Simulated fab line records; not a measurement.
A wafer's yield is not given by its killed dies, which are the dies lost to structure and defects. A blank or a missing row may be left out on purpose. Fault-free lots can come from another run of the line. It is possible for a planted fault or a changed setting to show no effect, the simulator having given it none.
Matching of chambers	flow n5-finfet	ald-hk-02 running N5_HKMG_FIN_HK_ALD_01: 4 sister chambers
The step deposits HfO2, target thk 1.6 nm, pulse time 3 s, purge time 3 s. 4 wafers are shown with their chamber, then 8 later ones without.

WAFERS WITH THEIR CHAMBER
wafer	chamber	precursor-pulse-height-rel
L085.4	3	1.005
L088.1	2	0.986
L088.4	0	0.995
L089.1	1	1.010

WAFERS WHOSE CHAMBER IS MISSING
wafer	precursor-pulse-height-rel
L089.3	1.002
L089.6	1.003
L094.1	0.980
L094.4	0.962
L094.6	0.999
L096.3	0.998
L096.4	1.023
L096.6	1.010

THE CHAMBER EACH PASSED THROUGH
wafer	from the rows above	in truth
L089.3	can't be placed: 3 or 0 or 1 or 2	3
L089.6	can't be placed: 3 or 1 or 0 or 2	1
L094.1	can't be placed: 2 or 0 or 3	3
L094.4	can't be placed: 2 or 0 or 3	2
L094.6	can't be placed: 0 or 3 or 1 or 2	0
L096.3	can't be placed: 0 or 3 or 1 or 2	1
L096.4	can't be placed: 1 or 3 or 0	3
L096.6	can't be placed: 1 or 3 or 0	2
Correctly placed: 0 of 8. Can't be placed from these rows: 8 (the true chamber is among the candidates in 7). 0 placed wrongly.
How it was worked out, from the rows above alone: a wafer's distance from a chamber is the root of the sum, over the readings, of the square of ((its reading less the chamber's mean) divided by the reading's scatter). If the next closest chamber is less than 2 further off than the closest, the wafer can't be placed; otherwise it belongs to the closest. A chamber's mean is the mean of its shown wafers. The scatter: with one shown wafer a chamber, the root of the mean of the squares of how far each hidden wafer lies from its nearest shown one.
